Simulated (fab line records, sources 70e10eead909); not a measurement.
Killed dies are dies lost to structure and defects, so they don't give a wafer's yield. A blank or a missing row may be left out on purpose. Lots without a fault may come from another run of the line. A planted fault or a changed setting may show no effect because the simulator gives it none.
Chamber matching | flow nand_harc | NHARC_A_CHANNEL_FILL_D1_ALD_25 on ald_hk-02: 4 sister chambers
The step deposits SiOx, target thk 60 nm, pulse time 10 s, ald cycles 600. 16 wafers are shown with their chamber, then 8 later ones without.

WAFERS WITH THEIR CHAMBER
wafer  | chamber | heater_power_w (W) | precursor_pulse_height_rel
L075.1 | 1       | 500                | 0.989
L075.4 | 0       | 577                | 1.015
L075.5 | 3       | 565                | 1.036
L076.1 | 2       | 678                | 0.998
L076.4 | 1       | 514                | 0.983
L076.6 | 2       | 656                | 0.973
L079.2 | 2       | 666                | 1.011
L079.5 | 3       | 586                | 1.015
L079.6 | 0       | 569                | 1.011
L082.1 | 2       | 670                | 1.013
L082.5 | 0       | 563                | 0.993
L082.6 | 3       | 574                | 0.966
L085.4 | 0       | 534                | 1.002
L085.5 | 3       | 494                | 1.015
L085.6 | 0       | 555                | 1.019
L091.1 | 2       | 647                | 0.999

SIGNATURES (means of the wafers above)
reading                    | chamber 0 | chamber 1 | chamber 2 | chamber 3 | scatter within a chamber
heater_power_w             | 559.60    | 507.00    | 663.40    | 554.75    | 24
precursor_pulse_height_rel | 1.00800   | 0.98600   | 0.99880   | 1.00800   | 0.0185
Rule: a wafer's distance from a chamber is the root of the sum, over the readings, of the square of ((its reading less the chamber's mean) divided by the reading's scatter). The wafer belongs to the nearest chamber; if the next one is less than 2 further off, it can't be placed. The scatter: the root of (the sum of the squares of (reading less its chamber's mean) over the shown wafers, divided by (wafers less chambers)).

WAFERS WITHOUT THEIR CHAMBER
wafer  | heater_power_w (W) | precursor_pulse_height_rel
L091.3 | 528                | 1.020
L091.5 | 519                | 0.991
L095.1 | 520                | 0.971
L095.4 | 636                | 1.043
L095.2 | 557                | 1.041
L097.1 | 647                | 0.994
L097.4 | 521                | 0.969
L097.5 | 500                | 1.013

WHICH CHAMBER EACH WENT THROUGH
wafer  | from the rows above          | in truth
L091.3 | can't be placed: 3 or 0 or 1 | 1
L091.5 | can't be placed: 1 or 3 or 0 | 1
L095.1 | can't be placed: 1 or 3 or 0 | 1
L095.4 | can't be placed: 2 or 0 or 3 | 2
L095.2 | can't be placed: 3 or 0 or 1 | 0
L097.1 | 2                            | 2
L097.4 | can't be placed: 1 or 3 or 0 | 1
L097.5 | can't be placed: 1 or 3 or 0 | 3
Placed correctly: 1 of 8. Can't be placed from these rows: 7 (the true chamber is among the candidates in 7). Placed wrongly: 0.
